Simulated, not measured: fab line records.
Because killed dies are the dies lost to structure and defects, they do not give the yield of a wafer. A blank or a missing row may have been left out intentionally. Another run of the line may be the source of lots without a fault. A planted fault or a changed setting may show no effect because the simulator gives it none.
Code-filled problem report in 8D (eight disciplines) form || flow n5_finfet || the parts of the form that need people (team, actions taken, sign-off) are left out

1. THE ISSUE
Wafers free of any fault read 837 nm (standard deviation 9.4) for M13_ILD_THK at N5_BEOL_M13_THK_MEAS_01, against a mean of 1289 nm on 2 wafers of 2 lots. That is +48 standard deviations from the usual mean.
Earliest sighting: wafer L454.2 on film_metro-01 at day 14 23:26. The record has a number at this step for 23 wafers belonging to 8 lots. The rule behind "out" and "out of limits": a value lying over 4 standard deviations away from the usual mean. All remaining wafers that have a number are taken as sound.

2. WHAT IT IS, AND WHAT IT ISN'T
{"question": "which readings at this step", "is": "M13_ILD_THK", "is not": "-"}
{"question": "which lots", "is": "L451, L454", "is not": "L439, L440, L442, L449, L460, L461"}
{"question": "which wafers of those lots", "is": "L451.2, L454.2", "is not": "L451.3, L451.4, L454.4"}
{"question": "read on which gauges", "is": "film_metro-01, film_metro-02", "is not": "-"}
{"question": "when", "is": "from day 14 23:26", "is not": "up to then (13 sound wafers); but 8 sound wafers of L451, L460, L461 came after"}

3. THE SUSPECTS, EACH WITH WHAT RULES IT OUT
Counting: a tool at a process step up to the reading stays a suspect if it ran every lot that is out. Sound lots after the first of them don't rule it out here, since some wafers of a struck lot are sound.
- ruled out: the gauge at N5_BEOL_M13_THK_MEAS_01. 2 gauges (film_metro-01, film_metro-02) read the wafers that are out.
- plasma_asher-02 at N5_BEOL_M12_STRIP_37 (strips in N2/H2): kept. Every lot that is out went through it, the first being L454 (day 14 21:34); the last sound lot it ran before that was L449 (day 14 00:26).
- pecvd-03 at N5_BEOL_M13_ILD_DEP_00 (deposits SiOC from DEMS/O2, target thk 837.92 nm, time 166.4 s): kept. Every lot that is out went through it, the first being L454 (day 14 23:17); the last sound lot it ran before that was L449 (day 14 03:47). Its own run_length_s readings are out on those wafers.
After counting, plasma_asher-02 at N5_BEOL_M12_STRIP_37 and pecvd-03 at N5_BEOL_M13_ILD_DEP_00 remain.

4. THE CAUSE (what the simulator had put in)
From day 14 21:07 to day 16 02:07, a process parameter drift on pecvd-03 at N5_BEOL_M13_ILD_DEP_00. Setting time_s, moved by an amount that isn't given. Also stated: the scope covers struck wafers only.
Counting leaves 2 suspects; this tool is one of them.

5. THE CHAIN OF EFFECTS, in route order
Rows list readings where the struck wafers' mean (over those with a number) sits beyond 3 standard deviations from the usual. Only readings whose record carries a usual standard deviation are examined. hours: median over the lots of the time between each lot's start at the first step of this table that gives one and its start at this step. sigmas: the change, counted in usual standard deviations.
{"hours": 0, "step": "N5_BEOL_M13_ILD_DEP_00", "reading": "run_length_s", "usual": "211.0 s", "on struck wafers": 302.0, "change": "+91.0", "sigmas": "+99 or more"}
{"hours": 0, "step": "N5_BEOL_M13_THK_MEAS_01", "reading": "M13_ILD_THK", "usual": "837 nm", "on struck wafers": 1289, "change": "+452", "sigmas": "+48"}
{"hours": 1, "step": "N5_BEOL_M13_STRIP_63", "reading": "oes_product_au", "usual": "0.674 a.u.", "on struck wafers": 0.234, "change": -0.441, "sigmas": -83}
{"hours": 1, "step": "N5_BEOL_M13_STRIP_63", "reading": "strip_time_to_endpoint_s", "usual": "28.0 s", "on struck wafers": 0.0, "change": -28.0, "sigmas": -25}
{"hours": 1, "step": "N5_BEOL_M13_STRIP_64", "reading": "oes_product_au", "usual": "0.715 a.u.", "on struck wafers": 0.627, "change": -0.088, "sigmas": -18}
{"hours": 1, "step": "N5_BEOL_M13_STRIP_64", "reading": "strip_time_to_endpoint_s", "usual": "31.32 s", "on struck wafers": 13.70, "change": -17.62, "sigmas": "-99 or more"}
{"hours": 1, "step": "N5_BEOL_M13_CD_MEAS_17", "reading": "cd_nm", "usual": "190.5 nm", "on struck wafers": 195.7, "change": "+5.2", "sigmas": "+3.5"}
Its process steps:
- N5_BEOL_M13_ILD_DEP_00: deposits SiOC from DEMS/O2, target thk 837.92 nm, time 166.4 s.
- N5_BEOL_M13_STRIP_63: strips in N2/H2.
- N5_BEOL_M13_STRIP_64: strips in N2/H2.
Later measuring or inspecting steps at which every struck wafer that the step has a row for has a number for every such reading, and none has moved that far: N5_BEOL_M13_INSPECT_12.

6. WHAT WOULD HAVE CAUGHT IT SOONER
2 hours passed between the start of the fault at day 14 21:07 and the first reading out of limits at a measuring or inspecting step in this record, taken at day 14 23:26.
The tool's own readings at N5_BEOL_M13_ILD_DEP_00 were out on every struck wafer that the step has a row for (run_length_s): an alarm limit on them would have fired on the first of those.
L451, from the lots that are out (2), started N5_BEOL_M13_ILD_DEP_00 on pecvd-03 later than day 14 23:26. A tool hold placed at that time would have kept it from harm.
